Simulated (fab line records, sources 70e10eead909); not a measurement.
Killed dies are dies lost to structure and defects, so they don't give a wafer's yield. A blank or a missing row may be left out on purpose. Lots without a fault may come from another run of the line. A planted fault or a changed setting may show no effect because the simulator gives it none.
fab line records | flow nand_harc
record lots=14 wafers=42 last_day=24
route steps=1159 shown A_STAIRCASE@705 THIN_TSV@1120 END@1159
lots that met no fault: from a run of the same line without faults
start_h: hours from the record's first day to the start of the lot's first wafer shown | wait_h: hours since the lot's step before | " the same as in the row above | L1.1+2: a row that stands for several wafers | - no value, or no start given | * or withheld: withheld | < > ~ a bound
route shown NAME@n: a module of which the file shows steps, and the number in the route of the first | usual: mean/standard deviation of fault-free wafers | same: alike in all rows | chamber/n: place in a boat | sites: the reading at each site | _std_site: their standard deviation | _edge_site: outer sites' mean less inner sites' | radius_mm: how far each site lies from the wafer's centre | mask NAME#n: copy n | behind: the tool/chamber that last shaped the wafer | hold: why the lot was held/for how many hours/how that ended | device: the transistor (n, p or np) that didn't switch | end of line: the same wafers' tests at the end of the route | a step without rows: its recipe alone | killed: dies lost to structure and defects at the first sort, not the wafer's yield | map: a wafer's dies, x killed, . not, _ none there
set.NAME: the setting as run; set.NAME@STEP: as run at that earlier step | model.NAME: the simulator's own value behind a step, which no gauge read
steps of the route over a sample of lots; a table a step, a row a wafer
services: from which hour (start_h, from the record's first day; less than 0 if before it) a tool's chamber was out of use, for how many hours, and why
## steps
# step NHARC_A_STAIRCASE_ALD_420
# recipe target_thk_a=200 pulse_time_s=6 ald_cycles=200 temp_c=300 material=SiO2
# usual heater_power_w=457/38 precursor_pulse_height_rel=1.002/0.02
# columns lot.wafer tool chamber start_h wait_h heater_power_w precursor_pulse_height_rel
L596.1 ald_hk-03 2 275.72 - 453 1.034
L596.3 " 0 " " 403 1.019
L596.6 " 2 " " 446 1.045
L597.3 ald_hk-02 1 276.03 - 446 0.992
L597.2 " 2 " " 456 1.014
L597.5 " 3 " " 414 0.988
L598.3 ald_hk-03 0 287.50 - 416 0.971
L598.1 " 1 " " 519 1.024
L598.5 " 1 " " 526 0.989
L599.3 ald_hk-01 1 287.51 - 465 1.002
L599.6 " 1 " " 453 0.954
L599.5 " 2 " " 500 0.975
L600.2 ald_hk-02 3 297.76 - 427 0.980
L600.1 " 0 " " 505 1.016
L600.3 " 2 " " 447 0.970
L602.4 ald_hk-03 2 311.53 - 458 1.002
L602.5 " 2 " " 454 1.014
L602.6 " 3 " " 452 0.985
L601.1 ald_hk-02 1 311.53 - 434 1.040
L601.5 " 1 " " 442 1.024
L601.6 " 2 " " 445 1.014
L603.3 ald_hk-01 0 323.59 - 389 0.984
L603.4 " 2 " " 501 1.011
L603.6 " 1 " " 460 0.971
L606.1 ald_hk-03 0 339.08 - 431 0.995
L606.3 " 1 " " 529 1.019
L606.5 " 1 " " 541 1.029
L608.3 ald_hk-03 2 344.58 - 426 1.003
L608.2 " 3 " " 461 1.001
L608.5 " 2 " " 437 1.027
L607.3 ald_hk-01 0 344.59 - 394 1.021
L607.1 " 3 " " 428 1.030
L607.5 " 1 " " 460 1.004
L605.4 ald_hk-02 2 356.87 - 441 1.029
L605.2 " 3 " " 426 0.997
L605.3 " 1 " " 447 1.042
L617.4 ald_hk-02 3 400.81 - 420 1.012
L617.1 " 0 " " 513 0.957
L617.3 " 1 " " 449 1.022
L616.4 ald_hk-02 2 409.35 - 442 1.016
L616.3 " 3 " " 432 1.008
L616.2 " 0 " " 513 1.006
# step NHARC_THIN_TSV_ETCH_15
# recipe target_depth_a=30000 bosch_target_overetch_cycles=2 bosch_etch_step_s=2.8 bosch_dep_step_s=1.2 bosch_cycles=14
# usual drypump_motor_current_A=5.5/0.52 he_backside_leak_sccm=2.63/0.21
# same bosch_cycles=14 bosch_etch_step_s=2.8
# columns lot.wafer tool chamber start_h wait_h drypump_motor_current_A he_backside_leak_sccm rf_hours_counter_h
L596.1 rie_si-05 1 425.24 - 6.1 2.71 0.0
L596.3 " 3 " " 6.0 2.59 0.0
L596.6 " 1 " " 6.1 2.79 -
L597.2 rie_si-05 3 436.21 - 6.0 2.48 0.0
L597.3 " 0 " " 6.0 2.67 0.1
L597.5 " 0 " " 6.0 2.82 -
L599.3 rie_si-02 3 437.32 - 5.5 2.67 0.4
L599.6 " 0 " " 5.8 2.35 -
L599.5 " 1 " " 5.9 2.89 -
L598.1 rie_si-05 0 438.79 - 6.0 2.53 0.1
L598.3 " 1 " " 6.1 2.59 0.1
L598.5 " 3 " " 6.0 2.53 -
L600.1 rie_si-03 2 455.43 - 4.8 3.04 1.1
L600.3 " 0 " " 5.8 2.46 1.0
L600.2 " 1 " " 4.6 3.69 1.1
L602.4 rie_si-05 3 469.35 - 6.0 2.73 0.3
L602.6 " 3 " " 6.0 2.58 -
L602.5 " 0 " " 6.0 2.80 -
L601.1 rie_si-03 2 470.54 - 4.8 2.76 1.4
L601.6 " 1 " " 4.6 2.56 -
L601.5 " 2 " " 4.8 2.81 -
L603.3 rie_si-03 1 476.43 - 4.6 2.45 1.3
L603.4 " 2 " " 4.8 2.53 1.4
L603.6 " 1 " " 4.6 2.37 -
L606.3 rie_si-03 1 485.28 - 4.6 2.23 1.4
L606.1 " 0 " " 5.9 2.46 1.3
L606.5 " 2 " " 4.8 2.72 -
L607.3 rie_si-02 0 496.83 - 5.9 2.34 0.8
L607.1 " 2 " " 5.3 2.63 1.1
L607.5 " 0 " " 5.8 2.40 -
L608.3 rie_si-03 1 497.90 - 4.6 2.67 1.6
L608.2 " 2 " " 4.8 2.65 1.7
L608.5 " 3 " " 5.6 2.65 -
L605.4 rie_si-03 2 505.18 - 4.8 2.77 1.7
L605.2 " 3 " " 5.6 2.59 1.5
L605.3 " 0 " " 5.8 2.58 1.4
L616.2 rie_si-02 2 555.76 - 5.3 2.44 1.7
L616.3 " 3 " " 5.5 2.66 1.3
L616.4 " 0 " " 5.8 2.31 1.3
L617.4 rie_si-03 3 560.76 - 5.6 2.60 0.4
L617.1 " 0 " " 5.8 3.81 0.3
L617.3 " 1 " " 4.6 2.44 0.2
# step NHARC_THIN_TSV_PRE_CLEAN_50
# recipe time_s=30 temp_c=280 gas=H2/He
# usual heater_power_w=406/43
# columns lot.wafer tool chamber start_h wait_h heater_power_w
L596.1 pvd_sputter-03 - - - 518
L596.3 " - " " 418
L596.6 " - " " 537
L597.3 pvd_sputter-01 - - - 432
L597.2 " - " " 370
L597.5 " - " " 413
L599.3 pvd_sputter-01 - - - 379
L599.6 " - " " 381
L599.5 " - " " 381
L598.1 pvd_sputter-03 - - - 527
L598.3 " - " " 465
L598.5 " - " " 411
L600.1 pvd_sputter-01 - - - 369
L600.3 " - " " 410
L600.2 " - " " 380
L602.4 pvd_sputter-02 - - - 365
L602.5 " - " " 445
L602.6 " - " " 401
L601.1 pvd_sputter-01 - - - 360
L601.5 " - " " 349
L601.6 " - " " 423
L603.4 pvd_sputter-01 - - - 376
L603.3 " - " " 375
L603.6 " - " " 359
L606.1 pvd_sputter-01 - - - 371
L606.3 " - " " 362
L606.5 " - " " 383
L607.3 pvd_sputter-03 - - - 392
L607.1 " - " " 515
L607.5 " - " " 426
L608.2 pvd_sputter-01 - - - 430
L608.3 " - " " 381
L608.5 " - " " 379
L605.3 pvd_sputter-01 - - - 410
L605.4 " - " " 377
L605.2 " - " " 382
L616.2 pvd_sputter-02 - - - 383
L616.4 " - " " 370
L616.3 " - " " 370
L617.3 pvd_sputter-01 - - - 369
L617.1 " - " " 414
L617.4 " - " " 374
# step NHARC_END_SORT_01
# recipe temp_c=25
# usual killed_at_array=29/11 killed_at_other=0.6/0.92 killed_at_periphery=3.2/2 killed_dies=33/11 killed_open=3.2/2 killed_short=1.9/1.5
# same gross_dies=677
# columns lot.wafer tool chamber start_h wait_h killed_at_array killed_at_other killed_at_periphery killed_dies killed_open killed_short
L603.3 prober-01 0 494.48 3.1 46 1 5 52 4 4
L603.4 prober-01 0 495.29 3.4 58 2 4 64 10 3
L603.6 prober-01 0 496.91 4.1 43 0 3 46 5 1
L606.1 prober-01 0 500.70 2.5 28 2 3 33 3 0
L606.3 prober-01 0 502.30 3.1 27 0 6 33 5 3
L606.5 prober-01 0 503.89 3.7 36 0 6 42 5 1
L607.1 prober-02 0 510.80 2.5 26 0 5 31 6 1
L607.3 prober-02 0 512.39 3.1 25 0 2 27 1 3
L607.5 prober-02 0 513.99 3.7 28 0 4 32 1 1
L608.2 prober-01 0 511.62 2.8 45 0 6 51 4 1
L608.3 prober-01 0 512.40 3.1 45 0 2 47 2 3
L608.5 prober-01 0 513.97 3.6 35 0 1 36 7 1
L605.2 prober-01 0 520.22 2.8 29 0 7 36 8 2
L605.3 prober-01 0 521.00 3.1 28 0 4 32 7 2
L605.4 prober-01 0 521.79 3.3 37 0 4 41 6 1
L616.2 prober-01 0 572.34 2.8 115 0 1 116 2 0
L616.3 prober-01 0 573.14 3.1 98 0 3 101 2 2
L616.4 prober-01 0 573.93 3.4 125 0 4 129 6 2
L617.1 prober-01 0 579.35 2.5 130 1 3 134 5 4
L617.3 prober-01 0 580.94 3.1 138 1 1 140 4 0
L617.4 prober-01 0 581.74 3.4 93 1 2 96 2 4
# killed by level:class
L603.3 A_CHANNEL_HOLE_D1:chamber_film_flake=23 A_SLIT:chamber_film_flake=11 A_CONTACT:chamber_film_flake=3 A_CONTACT:geometric_particle:open=2 P_STI:chamber_film_flake=2 A_ZERO_WELL:chamber_film_flake=2 P_CONTACT:geometric_particle:short=1 A_ONON_D1:geometric_particle:short=1
L603.4 A_CHANNEL_HOLE_D1:chamber_film_flake=25 A_SLIT:chamber_film_flake=15 A_CHANNEL_FILL_D1:chamber_film_flake=4 A_CONTACT:geometric_particle:open=3 A_BLC:geometric_particle:open=2 A_STAIRCASE:chamber_film_flake=2 A_CONTACT:chamber_film_flake=2 THIN_TSV:chamber_film_flake=2
L603.6 A_CHANNEL_HOLE_D1:chamber_film_flake=20 A_SLIT:chamber_film_flake=13 A_CONTACT:chamber_film_flake=3 P_CONTACT:geometric_particle:open=1 A_ONON_D1:geometric_particle:open=1 A_SGD_CUT:geometric_particle:open=1 A_WL_FILL:geometric_particle:short=1 A_WL_FILL:geometric_particle:open=1
L606.1 A_SLIT:chamber_film_flake=11 A_STAIRCASE:chamber_film_flake=7 A_CHANNEL_HOLE_D1:chamber_film_flake=5 A_CONTACT:chamber_film_flake=2 THIN_TSV:chamber_film_flake=2 P_M0:geometric_particle:open=1 A_ONON_D1:geometric_particle:open=1 A_CONTACT:geometric_particle:open=1
L606.3 A_SLIT:chamber_film_flake=11 A_CHANNEL_HOLE_D1:chamber_film_flake=3 A_WL_FILL:chamber_film_flake=3 P_M0:geometric_particle:open=2 P_M0:chamber_film_flake=2 A_STAIRCASE:chamber_film_flake=2 A_CONTACT:chamber_film_flake=2 P_CONTACT:geometric_particle:short=1
L606.5 A_SLIT:chamber_film_flake=18 A_CHANNEL_HOLE_D1:chamber_film_flake=5 A_STAIRCASE:chamber_film_flake=4 A_CONTACT:chamber_film_flake=4 P_M0:chamber_film_flake=2 P_STI:geometric_particle:open=1 P_M0:geometric_particle:open=1 A_ONON_D1:geometric_particle:open=1
L607.1 A_SLIT:chamber_film_flake=9 A_CONTACT:chamber_film_flake=6 A_CHANNEL_HOLE_D1:chamber_film_flake=5 A_CONTACT:geometric_particle:open=2 A_WL_FILL:chamber_film_flake=2 P_STI:geometric_particle:open=1 P_STI:geometric_particle:short=1 P_GATE:geometric_particle:open=1
L608.2 A_CHANNEL_HOLE_D1:chamber_film_flake=22 A_SLIT:chamber_film_flake=9 A_CONTACT:chamber_film_flake=8 P_ZERO_WELL:chamber_film_flake=4 A_CHANNEL_FILL_D1:geometric_particle:open=2 P_STI:geometric_particle:open=1 A_CHANNEL_HOLE_D1:geometric_particle:short=1 A_CONTACT:geometric_particle:open=1
L607.3 A_SLIT:chamber_film_flake=9 A_CHANNEL_HOLE_D1:chamber_film_flake=4 A_CONTACT:chamber_film_flake=4 A_STAIRCASE:chamber_film_flake=3 A_WL_FILL:geometric_particle:short=2 A_CHANNEL_FILL_D1:geometric_particle:open=1 A_CHANNEL_FILL_D1:geometric_particle:short=1 P_ZERO_WELL:chamber_film_flake=1
L608.3 A_SLIT:chamber_film_flake=17 A_CHANNEL_HOLE_D1:chamber_film_flake=15 A_STAIRCASE:chamber_film_flake=3 A_CONTACT:chamber_film_flake=3 A_ONON_D1:geometric_particle:short=1 A_CHANNEL_HOLE_D1:geometric_particle:short=1 A_CHANNEL_FILL_D1:geometric_particle:open=1 A_WL_FILL:geometric_particle:short=1
L608.5 A_CHANNEL_HOLE_D1:chamber_film_flake=16 A_SLIT:chamber_film_flake=11 A_CONTACT:geometric_particle:open=3 P_M0:geometric_particle:open=1 A_ONON_D1:geometric_particle:open=1 A_CHANNEL_HOLE_D1:geometric_particle:open=1 A_CHANNEL_FILL_D1:geometric_particle:open=1 A_WL_FILL:geometric_particle:short=1
L607.5 A_SLIT:chamber_film_flake=11 A_CONTACT:chamber_film_flake=6 A_CHANNEL_HOLE_D1:chamber_film_flake=5 A_STAIRCASE:chamber_film_flake=4 P_ZERO_WELL:chamber_film_flake=2 P_M0:geometric_particle:short=1 A_CHANNEL_FILL_D1:geometric_particle:open=1 P_GATE:chamber_film_flake=1
L605.2 A_SLIT:chamber_film_flake=9 P_ZERO_WELL:chamber_film_flake=6 A_CONTACT:chamber_film_flake=6 A_CONTACT:geometric_particle:open=5 A_CHANNEL_HOLE_D1:chamber_film_flake=4 P_M0:geometric_particle:open=1 A_SOURCE_PLATE:geometric_particle:open=1 A_WL_FILL:geometric_particle:open=1
L605.3 A_SLIT:chamber_film_flake=13 A_CHANNEL_HOLE_D1:chamber_film_flake=4 A_WL_FILL:chamber_film_flake=3 A_CONTACT:geometric_particle:open=2 A_CONTACT:chamber_film_flake=2 P_CONTACT:geometric_particle:open=1 P_M0:geometric_particle:open=1 P_M1:geometric_particle:short=1
L605.4 A_SLIT:chamber_film_flake=17 A_CHANNEL_HOLE_D1:chamber_film_flake=5 A_STAIRCASE:chamber_film_flake=4 A_CONTACT:chamber_film_flake=4 A_CHANNEL_FILL_D1:geometric_particle:open=3 P_ZERO_WELL:chamber_film_flake=3 A_ONON_D1:geometric_particle:open=2 P_STI:geometric_particle:open=1
L616.2 A_STAIRCASE:unspecified=98 A_CONTACT:chamber_film_flake=5 A_CHANNEL_HOLE_D1:chamber_film_flake=4 A_STAIRCASE:chamber_film_flake=3 A_CHANNEL_FILL_D1:chamber_film_flake=2 A_WL_FILL:geometric_particle:open=1 A_CONTACT:geometric_particle:open=1 P_GATE:chamber_film_flake=1
L616.3 A_STAIRCASE:unspecified=70 A_CHANNEL_HOLE_D1:chamber_film_flake=8 A_CONTACT:chamber_film_flake=7 A_STAIRCASE:chamber_film_flake=6 P_STI:chamber_film_flake=2 A_SLIT:chamber_film_flake=2 P_M1:geometric_particle:short=1 A_WL_FILL:geometric_particle:short=1
L616.4 A_STAIRCASE:unspecified=102 A_CONTACT:chamber_film_flake=8 A_STAIRCASE:chamber_film_flake=5 A_CHANNEL_HOLE_D1:chamber_film_flake=3 A_CONTACT:geometric_particle:open=2 P_M0:geometric_particle:open=1 P_M1:geometric_particle:open=1 P_M2:geometric_particle:open=1
L617.1 A_STAIRCASE:unspecified=98 A_SLIT:chamber_film_flake=14 A_CHANNEL_HOLE_D1:chamber_film_flake=11 P_CONTACT:geometric_particle:short=2 A_WL_FILL:geometric_particle:open=2 P_CONTACT:geometric_particle:open=1 A_ONON_D1:geometric_particle:short=1 A_STAIRCASE:geometric_particle:open=1
L617.3 A_STAIRCASE:unspecified=101 A_SLIT:chamber_film_flake=22 A_CHANNEL_HOLE_D1:chamber_film_flake=4 A_CONTACT:chamber_film_flake=4 A_STAIRCASE:chamber_film_flake=3 P_M0:geometric_particle:open=1 A_CHANNEL_HOLE_D1:geometric_particle:open=1 A_WL_FILL:geometric_particle:open=1
L617.4 A_STAIRCASE:unspecified=65 A_SLIT:chamber_film_flake=10 A_CHANNEL_HOLE_D1:chamber_film_flake=7 A_CONTACT:chamber_film_flake=5 P_CONTACT:geometric_particle:short=1 A_CHANNEL_FILL_D1:geometric_particle:short=1 A_CHANNEL_FILL_D1:geometric_particle:open=1 A_BLC:geometric_particle:short=1
## services
# columns tool chamber start_h hours kind
rie_si-03 3 274.10 4.1 repair
pvd_sputter-03 - 280.00 10.0 pm
ald_hk-02 - 280.80 10.0 pm
pvd_sputter-01 - 290.02 7.5 repair
pvd_sputter-01 - 307.73 7.5 repair
ald_hk-02 - 318.44 13.0 repair
rie_si-03 - 332.00 9.0 pm
pvd_sputter-01 - 335.26 4.7 repair
pvd_sputter-03 - 347.23 0.5 repair
pvd_sputter-03 - 351.74 8.1 repair
pvd_sputter-03 - 381.02 1.5 repair
rie_si-02 - 388.00 9.0 pm
rie_si-05 2 403.18 5.8 repair
ald_hk-01 - 412.54 10.0 pm
rie_si-05 - 416.00 9.0 pm
pvd_sputter-03 - 436.57 2.1 repair
rie_si-05 0 443.03 10.0 repair
pvd_sputter-03 - 450.87 2.6 repair
pvd_sputter-03 - 458.00 10.0 pm
ald_hk-02 - 458.80 10.0 pm
ald_hk-03 - 500.43 10.0 pm
rie_si-03 - 509.00 9.0 pm
pvd_sputter-01 - 517.96 10.0 pm
rie_si-03 - 546.98 0.2 repair
## key
first_sign step=NHARC_END_SORT_01 reading=killed_at_array direction=up sigmas=8.2 usual=29 struck=116
effect step=NHARC_END_SORT_01 reading=killed_dies direction=up sigmas=7.8 usual=33 struck=119
more_kills_born_at NHARC_A_STAIRCASE_ALD_420@ald_hk-02=534
met_at NHARC_A_STAIRCASE_ALD_420
struck_lots L616,L617
tester_left_out L616,L617
not_acting_at NHARC_THIN_TSV_ETCH_15,NHARC_THIN_TSV_PRE_CLEAN_50
onset_between 356.87 400.81
also_fits time
fault kind=chamber_particle_source tool=ald_hk-02 chamber=- onset_h=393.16 steps=NHARC_A_STAIRCASE_ALD_420 rate_per_visit_cm2=1.7163 end_h=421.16
# tester_left_out: of these lots the tester's yield and bins aren't shown, on N5 and GAA mostly nor the transistor test; their killed dies are dies lost to structure and defects alone, not to doping, threshold or leakage, so they don't give the yield
